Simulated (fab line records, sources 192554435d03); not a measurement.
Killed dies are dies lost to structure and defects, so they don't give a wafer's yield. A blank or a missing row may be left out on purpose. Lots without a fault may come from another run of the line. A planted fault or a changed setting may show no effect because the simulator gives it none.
Problem report in the 8D (eight disciplines) form, filled by code | flow n5_finfet | the parts of the form that need people (team, actions taken, sign-off) are left out

1. THE PROBLEM
exposure_dose_mJ_cm2 at N5_BEOL_M11_EXPOSE_08 reads a mean of 52.34 on 6 wafers of 2 lots; wafers without a fault read 53.69 with a standard deviation of 0.048. That is -28 standard deviations from the usual mean.
The step: exposes mask M11.
First seen on wafer L219.2, day 16 19:32, on arfi_scanner-03. The record holds 30 wafers of 10 lots with a number at this step. Rule for "out", or "out of limits": more than 4 standard deviations from the usual mean. The other wafers with a number count as sound.

2. WHAT IT IS AND WHAT IT IS NOT
question                    | is                     | is not
which readings at this step | exposure_dose_mJ_cm2   | -
which lots                  | L208, L219             | L204, L205, L206, L207, L209, L210, L221, L222
which wafers of those lots  | all that have a number | -
read on which tools         | arfi_scanner-03        | arfi_scanner-01, arfi_scanner-02
when                        | from day 16 19:32      | up to then (21 sound wafers); but 3 sound wafers of L222 came after

3. SUSPECTS, AND WHAT RULES EACH OUT
Counting: a tool at a process step up to the reading stays a suspect if it ran every lot that is out and no sound lot after the first of them.
- arfi_scanner-03 at N5_BEOL_M11_EXPOSE_08 (exposes mask M11): kept. It ran every lot that is out, first L219 (day 16 19:32), and no sound lot after that; its last sound lot up to then is L221 (day 15 15:20). Its own readings are out on those wafers: exposure_dose_mJ_cm2.
Left after counting: arfi_scanner-03 at N5_BEOL_M11_EXPOSE_08.

4. THE CAUSE (what the simulator had put in)
Process parameter drift: arfi_scanner-03, from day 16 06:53 on, at N5_BEOL_M11_EXPOSE_08. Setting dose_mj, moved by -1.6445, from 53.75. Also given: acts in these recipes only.
Counting left only this tool.

5. THE CHAIN OF EFFECTS, in route order
Each row: a reading whose mean over the struck wafers that have a number lies more than 3 standard deviations from the usual. Only readings for which the record gives a usual standard deviation are gone through. hours: the time from each lot's start at the first step in this table that gives one to its start at this step, as a median over the lots. sigmas: the change in usual standard deviations.
hours | step                   | reading              | usual   | on struck wafers | change | sigmas
0     | N5_BEOL_M11_EXPOSE_08  | exposure_dose_mJ_cm2 | 53.69   | 52.34            | -1.35  | -28
0     | N5_BEOL_M11_CD_MEAS_11 | cd_nm                | 64.1 nm | 62.4             | -1.7   | -3.3
The process steps in it:
- N5_BEOL_M11_EXPOSE_08: exposes mask M11.
Later measuring or inspecting steps at which every struck wafer that the step has a row for has a number for every such reading, and none has moved that far: N5_BEOL_M11_CD_MEAS_18.

6. WHAT WOULD HAVE CAUGHT IT SOONER
In this record the first reading out of limits was taken at day 16 19:32, 13 hours after the fault began at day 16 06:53.
